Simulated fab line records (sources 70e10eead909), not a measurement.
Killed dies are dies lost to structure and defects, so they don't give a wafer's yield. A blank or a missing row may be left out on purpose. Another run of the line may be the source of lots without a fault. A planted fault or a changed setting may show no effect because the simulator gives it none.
Chamber matching	flow nandHarc	pecvd-03 running NHARC_P_GATE_DEP_103: 3 sister chambers
The step deposits SiON, target thk 30 nm. 3 wafers are shown with their chamber, then 7 later ones without.

WAFERS, EACH WITH ITS CHAMBER
wafer	chamber	heaterPowerW (W)
L082.4	2	797
L091.3	0	1062
L091.5	1	889

WAFERS WITH NO CHAMBER GIVEN
wafer	heaterPowerW (W)
L091.6	1075
L097.1	702
L097.2	902
L097.5	1076
L097.3	1073
L097.4	717
L097.6	896

CHAMBER TAKEN BY EACH
wafer	from the rows above	in truth
L091.6	0	0
L097.1	can't be placed: 2 or 1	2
L097.2	can't be placed: 1 or 2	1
L097.5	0	0
L097.3	0	0
L097.4	can't be placed: 2 or 1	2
L097.6	can't be placed: 1 or 2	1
Correct placement for 3 of the 7. Not placeable from these rows: 4 (in 4, the candidates include the true chamber). Wrongly placed: 0.
How it was worked out, from the rows above alone: a wafer's distance from a chamber is the root of the sum, over the readings, of the square of ((its reading less the chamber's mean) divided by the reading's scatter). The wafer belongs to the nearest chamber; if the next one is less than 2 further off, it can't be placed. Each chamber's mean is taken over the wafers shown for it. The scatter (one wafer shown for each chamber): square how far every hidden wafer sits from the nearest shown wafer, average those squares and take the square root.
